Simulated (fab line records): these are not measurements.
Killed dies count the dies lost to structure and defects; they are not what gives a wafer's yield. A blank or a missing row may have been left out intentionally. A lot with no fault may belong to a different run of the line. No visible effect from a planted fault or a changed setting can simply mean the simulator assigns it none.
fab line records	flow n5-finfet
record: lots: 9	wafers: 25	last-day: 19
route steps=1938 shown MOL_CONTACT_COAG@535 BEOL_M4@1111 PASSIVATION@1936
lots that met no fault: from a run of the same line without faults
start-h: the number of hours between the record's first day and the start of the first shown wafer of the lot	wait-h: hours since the lot's step before	" unchanged from the row above	L1.1+2: one row covering several wafers at once	- no value present, or no start provided	* or withheld: withheld	< > ~ a bound
route shown NAME@n: names a module that has steps shown in the file, with the first one's number in the route	usual: mean and standard deviation over wafers with no fault	same: alike in all rows	chamber/n: place in a boat	sites: readings site by site	_std_site: standard deviation across them	_edge_site: mean of outer sites minus mean of inner sites	radius-mm: for every site, how far away it sits from the centre of the wafer	mask NAME#n: copy n	behind: the most recent tool/chamber to have shaped the wafer	hold: what put the lot on hold/how long, in hours/how the hold closed	device: which transistor (n, p or np) failed to switch	end of line: tests of these same wafers at the route's end	where a step has no rows: the recipe by itself	killed: the dies lost at the first sort to structure and to defects; this is not the yield of the wafer	map: a wafer's dies, x killed, . not, _ none there
set.NAME: the setting the step ran with; set.NAME@STEP: the setting that earlier step ran with	model.NAME: the simulator's own value behind a step, which no gauge read
one table for each step of the route and one row for each wafer, over a sample of lots
services: the hour from which a tool's chamber was out of use, counted from the record's first day as start-h (under 0 if before that day), plus the number of hours and why
== steps ==
step: N5_MOL_CONTACT_COAG_CONTACT_ETCH_14
recipe: chemistry: C4F6/O2	target: SiO2	target-depth-a: 275	overetch-a: 85	mask-material: SOC	pressure-mtorr: 30	source-w: 370	bias-w: 185	Ar_flow_sccm: 300	C4F6_flow_sccm: 16	O2_flow_sccm: 10	time-s: 20	ion-energy-ev: 259.6
usual: bias-w: 185.1/0.62	drypump-motor-current-A: 5.6/0.55	oes_o_777_au: 0.79/0.085	oes-product-au: 0.68/0.07	rf-vpp-V: 693.5/2.4	showerhead-plenum-p-Torr: 2.91/0.061	throttle-valve-pct: 21.2/0.31
lot.wafer	tool	chamber	start-h	wait-h	bias-w	drypump-motor-current-A	oes_o_777_au	oes-product-au	rf-hours-counter-h	rf-vpp-V	showerhead-plenum-p-Torr	throttle-valve-pct
L940.1	rie-diel-02	1	92.85	0.0	185.0	5.7	0.81	0.68	103	693.6	2.91	21.5
L940.5	"	0	"	"	185.5	6.2	0.72	0.62	-	696.1	2.98	21.7
L940.6	"	1	"	"	185.2	5.7	0.81	0.68	-	691.1	2.91	21.5
L942.4	rie-diel-05	2	108.57	0.0	184.7	5.9	0.88	0.76	32	690.8	2.83	21.1
L942.5	"	2	"	"	184.0	5.9	0.88	0.76	-	691.6	2.83	21.1
L942.6	"	1	"	"	184.3	4.9	0.67	0.62	-	692.4	2.92	21.2
L943.1	rie-diel-02	3	114.05	0.0	185.1	5.3	0.74	0.59	226	696.1	2.94	21.5
L943.3	"	1	"	"	184.9	5.8	0.80	0.68	112	691.8	2.91	21.5
L943.6	"	2	"	"	185.0	5.1	0.76	0.62	-	697.3	2.99	21.4
L946.3	rie-diel-02	0	122.57	0.0	184.8	6.1	0.71	0.61	198	696.7	2.97	21.7
L946.4	"	2	"	"	184.7	5.1	0.76	0.61	174	694.9	2.99	21.4
L946.5	"	2	"	"	184.9	5.1	0.76	0.61	-	696.1	2.99	21.4
L948.2	rie-diel-05	2	133.84	0.0	185.5	5.9	0.86	0.75	41	691.4	2.83	21.1
L948.3	"	1	"	"	184.8	4.9	0.67	0.62	168	691.7	2.91	21.2
L948.6	"	3	"	"	184.1	5.6	0.72	0.61	-	696.4	2.94	21.2
L952.1	rie-diel-06	0	163.94	0.0	184.6	5.3	0.72	0.64	173	695.9	2.99	21.5
L952.3	"	1	"	"	185.1	6.5	0.84	0.70	71	694.9	2.91	20.8
L956.1	rie-diel-06	3	182.19	0.0	185.7	4.8	0.87	0.75	35	691.8	2.81	20.7
L956.2	"	1	"	"	185.0	6.5	0.84	0.70	77	695.0	2.91	20.8
L956.6	"	1	"	"	185.5	6.5	0.83	0.70	-	693.2	2.91	20.8
L957.2	rie-diel-06	1	188.07	0.0	185.0	6.5	0.83	0.70	80	692.1	2.91	20.8
L957.3	"	0	"	"	184.8	5.3	0.71	0.63	179	695.7	2.99	21.6
L957.4	"	3	"	"	185.4	4.8	0.86	0.75	37	690.4	2.81	20.7
L963.4	rie-diel-02	3	226.27	0.0	185.1	5.3	0.97	0.78	10	695.9	2.93	21.4
L963.5	"	3	"	"	185.6	5.3	0.98	0.79	-	694.3	2.93	21.4
step: N5_MOL_CONTACT_COAG_ETCH_15
recipe: chemistry: CH3F/O2	target: SiNx	target-depth-a: 70	mask-material: SOC	stop-on: Si:P	over-etch-frac: 0.75	ion-energy-ev: 120	pressure-mtorr: 30	source-w: 395	bias-w: 73	Ar_flow_sccm: 150	CH3F_flow_sccm: 30	O2_flow_sccm: 20
usual: bias-w: 73.00/0.22	drypump-motor-current-A: 5.6/0.55	oes_o_777_au: 0.79/0.083	oes-product-au: 0.58/0.061	rf-vpp-V: 295/7.4	showerhead-plenum-p-Torr: 2.02/0.046	throttle-valve-pct: 16.3/0.32
lot.wafer	tool	chamber	start-h	wait-h	bias-w	drypump-motor-current-A	oes_o_777_au	oes-product-au	rf-hours-counter-h	rf-vpp-V	showerhead-plenum-p-Torr	throttle-valve-pct
L940.1	rie-diel-02	1	92.88	0.0	73.09	5.8	0.81	0.58	103	298	2.02	16.5
L940.5	"	0	"	"	73.25	6.2	0.71	0.53	-	305	2.08	16.7
L940.6	"	1	"	"	73.15	5.7	0.81	0.58	-	296	2.02	16.5
L942.4	rie-diel-05	2	108.60	0.0	72.90	5.9	0.89	0.66	32	282	1.96	16.1
L942.5	"	2	"	"	72.70	5.9	0.89	0.65	-	280	1.96	16.1
L942.6	"	1	"	"	73.25	4.9	0.68	0.53	-	291	2.02	16.3
L943.1	rie-diel-02	3	114.09	0.0	73.03	5.3	0.72	0.51	226	282	2.05	16.7
L943.3	"	1	"	"	73.10	5.8	0.80	0.57	112	298	2.02	16.5
L943.6	"	2	"	"	72.89	5.1	0.76	0.53	-	294	2.08	16.4
L946.3	rie-diel-02	0	122.60	0.0	73.10	6.2	0.70	0.53	198	304	2.07	16.8
L946.4	"	2	"	"	73.26	5.1	0.76	0.53	174	294	2.08	16.5
L946.5	"	2	"	"	72.88	5.1	0.76	0.52	-	294	2.08	16.5
L948.2	rie-diel-05	2	133.88	0.0	72.77	5.9	0.88	0.65	41	282	1.96	16.1
L948.3	"	1	"	"	73.33	4.9	0.67	0.53	168	291	2.02	16.3
L948.6	"	3	"	"	72.99	5.6	0.71	0.53	-	301	2.05	16.4
L952.1	rie-diel-06	0	163.97	0.0	73.22	5.3	0.73	0.54	173	286	2.08	16.6
L952.3	"	1	"	"	72.94	6.5	0.83	0.61	71	297	2.03	15.9
L956.1	rie-diel-06	3	182.24	0.0	73.00	4.8	0.87	0.65	35	300	1.95	15.8
L956.2	"	1	"	"	72.78	6.5	0.82	0.61	77	297	2.02	15.9
L956.6	"	1	"	"	73.03	6.4	0.82	0.60	-	296	2.02	15.9
L957.2	rie-diel-06	1	188.10	0.0	73.06	6.5	0.82	0.60	80	297	2.02	15.9
L957.3	"	0	"	"	72.96	5.3	0.73	0.55	179	287	2.08	16.6
L957.4	"	3	"	"	72.74	4.8	0.86	0.65	37	302	1.95	15.8
L963.4	rie-diel-02	3	226.31	0.0	72.97	5.3	0.96	0.68	10	283	2.04	16.4
L963.5	"	3	"	"	72.92	5.3	0.95	0.67	-	284	2.04	16.4
step: N5_MOL_CONTACT_COAG_PRE_CLEAN_141
recipe: gas: H2/He	time-s: 60	temp-c: 300
usual: heater-power-w: 460/53	susceptor-temp-C: 299.97/0.19
lot.wafer	tool	chamber	start-h	wait-h	heater-power-w	susceptor-temp-C
L940.1	pvd-sputter-01	-	96.14	1.9	470	299.84
L940.5	"	-	"	"	576	299.88
L940.6	"	-	"	"	427	299.81
L942.4	pvd-sputter-02	-	112.52	0.9	412	300.04
L942.5	"	-	"	"	389	299.97
L942.6	"	-	"	"	402	299.96
L943.1	pvd-sputter-03	-	119.98	0.9	445	299.94
L943.3	"	-	"	"	456	299.96
L943.6	"	-	"	"	456	299.94
L946.3	pvd-sputter-01	-	125.56	1.4	448	300.24
L946.4	"	-	"	"	424	300.17
L946.5	"	-	"	"	463	299.76
L948.2	pvd-sputter-01	-	138.23	2.7	578	299.95
L948.3	"	-	"	"	444	300.04
L948.6	"	-	"	"	595	300.29
L952.1	pvd-sputter-02	-	166.18	1.0	403	300.20
L952.3	"	-	"	"	522	299.91
L956.1	pvd-sputter-02	-	185.86	2.1	391	299.85
L956.2	"	-	"	"	526	299.89
L956.6	"	-	"	"	402	300.27
L957.2	pvd-sputter-02	-	190.74	1.2	396	299.83
L957.3	"	-	"	"	518	299.97
L957.4	"	-	"	"	469	299.65
L963.4	pvd-sputter-01	-	229.34	1.2	494	299.91
L963.5	"	-	"	"	446	299.98
step: N5_MOL_CONTACT_COAG_CMP_23
recipe: stop-on: SiO2	t-overpolish-s: 1.5	post-cmp-clean: cu-alkaline	down-force-psi: 2	platen-rpm: 50.289	pad-velocity-m-s: 1.0006	target-thk-nm: 0
usual: head-pressure-psi: 1.999/0.0041	motor-current-A: 8.2/0.66	overpolish-run-s: 1.499/0.0094	time-to-endpoint-s: 8.1/3
lot.wafer	tool	chamber	start-h	wait-h	head-pressure-psi	motor-current-A	overpolish-run-s	time-to-endpoint-s
L940.1	cmp-04	2	99.93	0.1	1.990	8.0	1.509	4.4
L940.6	"	1	"	"	2.001	9.8	1.499	9.5
L940.5	"	2	"	"	2.000	7.7	1.499	6.5
L942.4	cmp-03	3	118.43	0.0	1.991	7.7	1.509	13.3
L942.5	"	3	"	"	1.998	7.7	1.508	12.1
L942.6	"	0	"	"	1.997	7.8	1.509	5.4
L943.1	cmp-03	0	122.85	0.0	2.005	7.4	1.499	2.4
L943.3	"	2	"	"	1.994	7.9	1.497	6.6
L943.6	"	0	"	"	2.001	7.8	1.474	6.1
L946.3	cmp-03	2	129.26	0.0	2.001	7.9	1.504	5.8
L946.4	"	3	"	"	1.999	7.8	1.502	8.5
L946.5	"	3	"	"	1.993	6.9	1.500	12.6
L948.3	cmp-03	1	141.59	0.1	1.993	9.5	1.510	8.3
L948.2	"	2	"	"	1.993	8.1	1.496	5.9
L948.6	"	0	"	"	2.000	7.3	1.519	4.1
L952.3	cmp-04	0	169.58	0.1	2.001	8.6	1.517	11.4
L952.1	"	1	"	"	1.991	9.0	1.496	13.5
L956.1	cmp-03	2	188.26	0.1	1.496	7.2	1.487	12.0
L956.2	"	3	"	"	1.500	6.2	1.496	12.9
L956.6	"	0	"	"	1.504	6.4	1.500	5.1
L957.2	cmp-03	2	193.33	0.1	1.505	7.3	1.507	10.1
L957.3	"	3	"	"	1.499	6.4	1.495	11.8
L957.4	"	0	"	"	1.510	6.9	1.503	7.4
L963.4	cmp-01	2	233.65	0.1	1.997	8.1	1.491	11.4
L963.5	"	2	"	"	1.998	8.9	1.491	11.2
step: N5_MOL_CONTACT_COAG_THK_MEAS_29
recipe: reads: SiNx_of_GATE_CUT_PECVD_57+SiNx_of_GATE_CUT_SAC_CAP_01
usual: MD_CAP_THK: 17.98/0.15
lot.wafer	tool	chamber	start-h	wait-h	MD_CAP_THK[nm]
L940.1	film-metro-01	-	102.96	-	18.15
L940.5	"	-	"	"	18.14
L940.6	"	-	"	"	17.90
L942.4	film-metro-02	-	121.56	-	17.95
L942.5	"	-	"	"	18.07
L942.6	"	-	"	"	18.06
L943.1	film-metro-02	-	125.64	-	17.71
L943.3	"	-	"	"	17.69
L943.6	"	-	"	"	17.65
L946.3	film-metro-01	-	132.38	-	17.84
L946.4	"	-	"	"	17.81
L946.5	"	-	"	"	17.91
L948.2	film-metro-02	-	144.20	-	18.00
L948.3	"	-	"	"	17.88
L948.6	"	-	"	"	18.31
L952.1	film-metro-01	-	172.22	-	17.99
L952.3	"	-	"	"	17.82
L956.1	film-metro-01	-	190.97	-	18.44
L956.2	"	-	"	"	18.65
L956.6	"	-	"	"	18.41
L957.2	film-metro-01	-	196.54	-	18.36
L957.3	"	-	"	"	18.37
L957.4	"	-	"	"	18.41
L963.4	film-metro-01	-	236.74	-	17.84
L963.5	"	-	"	"	17.81
step: N5_BEOL_M4_RC_MEAS_101
usual: DIBL_N: 36.5/2.2	DIBL_P: 36.9/2.9	IOFF_N: 0.17/0.044	IOFF_P: 0.22/0.052	ION_N: 671/16	ION_P: 461/10	SS_N: 71.6/0.73	SS_P: 73.5/0.79	VT_N: 250/4.1	VT_P: -250/4.1
lot.wafer	tool	chamber	start-h	wait-h	DIBL_N[mV/V]	DIBL_P[mV/V]	IOFF_N[nA/um]	IOFF_P[nA/um]	ION_N[uA/um]	ION_P[uA/um]	SS_N[mV/dec]	SS_P[mV/dec]	VT_N[mV]	VT_P[mV]
L940.1	prober-01	0	178.63	0.0	34.2	34.7	0.12	0.16	667	455	70.9	72.1	253	-255
L940.5	"	0	"	"	35.1	37.1	0.13	0.19	674	463	71.0	72.9	252	-254
L940.6	"	0	"	"	32.4	30.0	0.09	0.10	647	440	70.4	71.1	260	-262
L942.4	prober-01	0	203.46	0.5	34.2	34.5	0.11	0.18	655	451	71.1	72.1	258	-254
L942.5	"	0	"	"	37.0	38.1	0.16	0.22	655	448	72.2	73.3	250	-252
L942.6	"	0	"	"	35.7	37.1	0.13	0.21	668	463	71.2	72.9	252	-251
L943.1	prober-01	0	207.00	0.0	37.2	35.2	0.16	0.19	653	439	72.2	72.8	253	-253
L943.3	"	0	"	"	35.6	36.2	0.14	0.22	658	462	71.2	72.7	254	-250
L943.6	"	0	"	"	36.1	35.9	0.15	0.22	670	457	71.4	73.2	253	-251
L946.3	prober-01	0	213.08	0.3	37.5	38.7	0.20	0.24	692	466	72.0	74.6	246	-251
L946.4	"	0	"	"	34.3	35.8	0.14	0.20	654	450	71.6	73.7	253	-252
L946.5	"	0	"	"	36.0	36.9	0.16	0.20	671	457	72.1	73.9	251	-249
L948.2	prober-01	0	242.80	0.2	35.8	35.2	0.14	0.19	670	454	71.9	73.4	253	-253
L948.3	"	0	"	"	37.1	38.6	0.16	0.24	652	453	72.5	73.8	248	-250
L948.6	"	0	"	"	34.8	32.0	0.13	0.14	638	436	72.4	72.6	258	-258
L952.1	prober-02	0	258.56	0.0	33.5	34.2	0.13	0.19	665	461	71.0	72.3	251	-248
L952.3	"	0	"	"	37.1	38.5	0.20	0.26	674	464	72.0	73.7	246	-246
L956.1	prober-02	0	286.97	0.0	38.1	37.6	0.21	0.26	680	465	71.9	73.6	245	-246
L956.2	"	0	"	"	38.3	38.7	0.21	0.26	685	468	72.3	74.0	244	-249
L956.6	"	0	"	"	37.2	37.2	0.20	0.24	688	465	71.7	73.9	246	-249
L957.2	prober-02	0	290.77	0.2	34.6	35.2	0.13	0.19	662	461	71.6	72.9	252	-250
L957.3	"	0	"	"	38.4	41.1	0.23	0.30	700	477	71.5	74.3	240	-246
L957.4	"	0	"	"	37.3	39.9	0.18	0.30	656	459	71.9	74.1	248	-244
L963.4	prober-01	0	340.80	0.5	40.2	42.9	0.23	0.29	669	456	72.3	74.7	248	-247
L963.5	"	0	"	"	42.3	44.0	0.28	0.33	702	471	73.4	75.0	242	-243
step: N5_PASSIVATION_PROBE_49
usual: defect-limited-yield: 91.3/1.4	killed_at_M0_to_M3: 36/10	killed_at_M4_up: 13/5.4	killed-at-contacts: 12/5.3	killed-at-front-end: 39/10	killed-at-other: 3.2/2.7	killed-dies: 103/16	killed-on-rim: 13/4	killed-open: 68/13	killed-short: 33/6.6	sort_bin_4_leakage: 0.01/0.031	sort_bin_5_function: 5.1/0.92	sort_bin_6_memory: 3.3/0.68	sort_bin_8_speed: 0.1/0.41	sort-n-pass: 1077/17	sort-yield-pct: 91.2/1.4
same: gross-dies: 1180	killed-at-back-side: 0
lot.wafer	tool	chamber	start-h	wait-h	defect-limited-yield[%]	killed_at_M0_to_M3	killed_at_M4_up	killed-at-contacts	killed-at-front-end	killed-at-other	killed-dies	killed-on-rim	killed-open	killed-short	sort_bin_4_leakage[%]	sort_bin_5_function[%]	sort_bin_6_memory[%]	sort_bin_8_speed[%]	sort-n-pass	sort-yield-pct[%]
L943.1	prober-01	-	324.67	0.0	92.1	32	13	19	29	0	93	11	58	35	0	4.8	2.7	0.4	1082	91.7
L943.3	prober-01	-	324.77	0.1	90.8	25	17	13	50	3	108	19	79	29	0	5.2	3.8	0	1072	90.8
L943.6	prober-01	-	324.92	0.3	91.9	36	12	11	34	3	96	14	70	25	0	5.2	2.9	0	1084	91.9
L946.3	prober-01	-	325.48	0.1	90.2	53	16	9	37	1	116	17	66	47	0	6.1	3.4	0.1	1064	90.2
L946.4	prober-01	-	325.53	0.2	92.0	47	6	6	30	5	94	17	56	37	0	4.6	3.1	0	1086	92.0
L946.5	prober-01	-	325.58	0.2	90.4	51	18	13	23	8	113	10	77	34	0	5.8	3.7	0	1067	90.4
L948.2	prober-01	-	349.54	0.8	88.6	43	12	20	58	2	135	11	95	39	0	7.3	3.9	0	1045	88.6
L948.3	prober-01	-	349.59	0.9	90.8	31	11	5	56	6	109	13	64	42	0	5.4	3.6	0	1071	90.8
L948.6	prober-01	-	349.74	1.0	91.3	30	7	6	60	0	103	11	70	31	0	5.2	3.1	4.6	1023	86.7
L952.1	prober-01	-	365.61	0.2	91.2	23	18	19	33	11	104	12	72	31	0	5.8	3.0	0	1076	91.2
L952.3	prober-01	-	365.71	0.3	92.0	30	17	10	34	3	94	16	54	39	0	4.7	2.7	0	1086	92.0
L956.1	prober-02	-	395.68	0.4	91.4	27	18	14	40	2	101	12	64	35	0	4.8	3.3	0	1079	91.4
L956.2	prober-02	-	395.73	0.4	93.4	27	9	7	35	0	78	12	53	21	0	4.0	2.4	0	1102	93.4
L956.6	prober-02	-	395.93	0.6	94.2	19	11	8	30	0	68	11	49	17	0	3.0	2.7	0	1112	94.2
killed by level:class
L943.1 MOL_CONTACT_COAG:geometric-particle:open=14 STI_FIN_REVEAL:geometric-particle:open=9 BEOL_M0_SAQP:geometric-particle:open=7 BEOL_M0_SAQP:geometric-particle:short=7 BEOL_M3:geometric-particle:short=6 MOL_CONTACT_COAG:geometric-particle:short=5 BEOL_M4:geometric-particle:open=5 FIN_SAQP:geometric-particle:short=3
L943.3 FIN_SAQP:geometric-particle:open=17 MOL_CONTACT_COAG:geometric-particle:open=11 FIN_SAQP:geometric-particle:short=10 STI_FIN_REVEAL:geometric-particle:open=7 BEOL_M4:geometric-particle:open=7 BEOL_M2:geometric-particle:open=6 BEOL_M3:geometric-particle:open=6 GATE_CUT:geometric-particle:short=5
L943.6 FIN_SAQP:geometric-particle:open=13 BEOL_M3:geometric-particle:open=11 BEOL_M1:geometric-particle:open=10 MOL_CONTACT_COAG:geometric-particle:open=9 BEOL_M4:geometric-particle:open=5 STI_FIN_REVEAL:geometric-particle:open=5 BEOL_M0_SAQP:geometric-particle:short=5 FIN_SAQP:geometric-particle:short=4
L946.3 BEOL_M0_SAQP:geometric-particle:open=12 BEOL_M0_SAQP:geometric-particle:short=11 BEOL_M4:geometric-particle:open=8 ILD0:geometric-particle:short=7 MOL_CONTACT_COAG:geometric-particle:open=7 BEOL_M1:geometric-particle:open=7 FIN_SAQP:geometric-particle:open=6 GATE_CUT:geometric-particle:short=5
L946.4 BEOL_M1:geometric-particle:open=13 BEOL_M0_SAQP:geometric-particle:short=10 FIN_SAQP:geometric-particle:short=8 BEOL_M0_SAQP:geometric-particle:open=8 FIN_SAQP:geometric-particle:open=7 BEOL_M3:geometric-particle:open=7 GATE_CUT:geometric-particle:short=5 MOL_CONTACT_COAG:geometric-particle:open=5
L946.5 MOL_CONTACT_COAG:geometric-particle:open=10 BEOL_M0_SAQP:geometric-particle:open=9 BEOL_M3:geometric-particle:open=9 BEOL_M0_SAQP:geometric-particle:short=8 BEOL_M1:geometric-particle:open=8 FIN_SAQP:geometric-particle:open=6 BEOL_M4:geometric-particle:open=6 BEOL_M0:geometric-particle:short=5
L948.2 FIN_SAQP:geometric-particle:open=17 MOL_CONTACT_COAG:geometric-particle:open=16 BEOL_M2:geometric-particle:open=13 STI_FIN_REVEAL:geometric-particle:open=9 BEOL_M3:geometric-particle:open=9 FIN_SAQP:geometric-particle:short=6 BEOL_M4:geometric-particle:open=6 DUMMY_GATE:geometric-particle:open=4
L948.3 FIN_SAQP:geometric-particle:open=10 GATE_CUT:geometric-particle:short=8 ILD0:geometric-particle:open=8 BEOL_M2:geometric-particle:open=7 FIN_SAQP:geometric-particle:short=6 BEOL_M1:geometric-particle:open=6 STI_FIN_REVEAL:geometric-particle:open=5 BEOL_M0_SAQP:geometric-particle:short=5
L948.6 FIN_SAQP:geometric-particle:open=25 FIN_SAQP:geometric-particle:short=10 MOL_CONTACT_COAG:geometric-particle:open=6 BEOL_M3:geometric-particle:open=6 BEOL_M0_SAQP:geometric-particle:short=5 BEOL_M1:geometric-particle:open=5 BEOL_M2:geometric-particle:open=5 BEOL_M0_SAQP:geometric-particle:open=4
L952.1 MOL_CONTACT_COAG:geometric-particle:open=15 BEOL_M4:geometric-particle:open=11 FIN_SAQP:geometric-particle:open=8 BEOL_M0_SAQP:geometric-particle:open=8 DUMMY_GATE:geometric-particle:open=7 BEOL_M0_SAQP:geometric-particle:short=6 MOL_CONTACT_COAG:geometric-particle:short=4 PASS1_DEP:geometric-particle:short=4
L952.3 BEOL_M0_SAQP:geometric-particle:short=11 BEOL_M2:geometric-particle:open=10 FIN_SAQP:geometric-particle:short=9 FIN_SAQP:geometric-particle:open=8 BEOL_M4:geometric-particle:open=8 MOL_CONTACT_COAG:geometric-particle:open=5 MOL_CONTACT_COAG:geometric-particle:short=5 BEOL_M3:geometric-particle:open=5
L956.1 FIN_SAQP:geometric-particle:short=14 MOL_CONTACT_COAG:geometric-particle:open=12 BEOL_M4:geometric-particle:open=11 BEOL_M3:geometric-particle:open=9 BEOL_M1:geometric-particle:open=7 FIN_SAQP:geometric-particle:open=6 BEOL_M3:geometric-particle:short=4 ILD0:geometric-particle:short=3
L956.2 BEOL_M3:geometric-particle:open=10 MOL_CONTACT_COAG:geometric-particle:open=7 BEOL_M1:geometric-particle:open=7 ILD0:geometric-particle:short=6 FIN_SAQP:geometric-particle:open=5 STI_FIN_REVEAL:geometric-particle:short=4 DUMMY_GATE:geometric-particle:open=4 ILD0:geometric-particle:open=4
L956.6 BEOL_M1:geometric-particle:open=10 MOL_CONTACT_COAG:geometric-particle:open=8 FIN_SAQP:geometric-particle:short=6 FIN_SAQP:geometric-particle:open=4 DUMMY_GATE:geometric-particle:open=4 BEOL_M4:geometric-particle:open=4 BEOL_M3:geometric-particle:open=3 BEOL_M8:geometric-particle:open=3
== services ==
tool	chamber	start-h	hours	kind
pvd-sputter-01	-	79.04	1.6	repair
rie-diel-06	3	89.22	5.0	repair
cmp-04	-	89.26	4.1	pm
rie-diel-05	1	121.32	1.8	repair
cmp-01	-	131.09	4.0	pm
rie-diel-06	2	144.60	-	clean
rie-diel-06	2	144.60	-	consumable-replace:focus-ring
rie-diel-06	2	144.60	14.3	scheduled-down
rie-diel-06	2	144.60	14.3	vent-cycle
pvd-sputter-02	-	146.23	1.1	repair
cmp-03	-	151.95	0.4	repair
rie-diel-06	1	173.12	2.4	repair
rie-diel-06	0	174.16	8.3	repair
rie-diel-02	3	177.94	-	clean
rie-diel-02	3	177.94	-	consumable-replace:focus-ring
rie-diel-02	3	177.94	17.6	scheduled-down
rie-diel-02	3	177.94	17.6	vent-cycle
cmp-03	-	194.07	0.9	repair
rie-diel-05	3	211.18	8.2	repair
cmp-01	-	214.31	10.5	pm
cmp-04	-	214.50	2.1	repair
rie-diel-05	3	228.10	-	clean
rie-diel-05	3	228.10	-	consumable-replace:esc
rie-diel-05	1	231.51	7.3	repair
== key ==
first-sign: step: N5_MOL_CONTACT_COAG_CMP_23	reading: head-pressure-psi	direction: down	sigmas: 99+	usual: 1.999	struck: 1.502
effect: step: N5_MOL_CONTACT_COAG_CMP_23	reading: motor-current-A	direction: down	sigmas: 2.2	usual: 8.2	struck: 6.7
effect: step: N5_MOL_CONTACT_COAG_THK_MEAS_29	reading: MD_CAP_THK	direction: up	sigmas: 3	usual: 17.98	struck: 18.44
met-at N5_MOL_CONTACT_COAG_CMP_23
struck-lots L956,L957
not-acting-at N5_MOL_CONTACT_COAG_CONTACT_ETCH_14,N5_MOL_CONTACT_COAG_ETCH_15,N5_MOL_CONTACT_COAG_PRE_CLEAN_141
onset-between 141.59 188.26
fault: kind: process-parameter-drift	tool: cmp-03	chamber: -	onset-h: 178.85	steps: N5_MOL_CONTACT_COAG_CMP_23	channel: down-force-psi	offset: -0.49617	shape: step	end-h: 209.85	acts-in: these-recipes-only	stated: 2
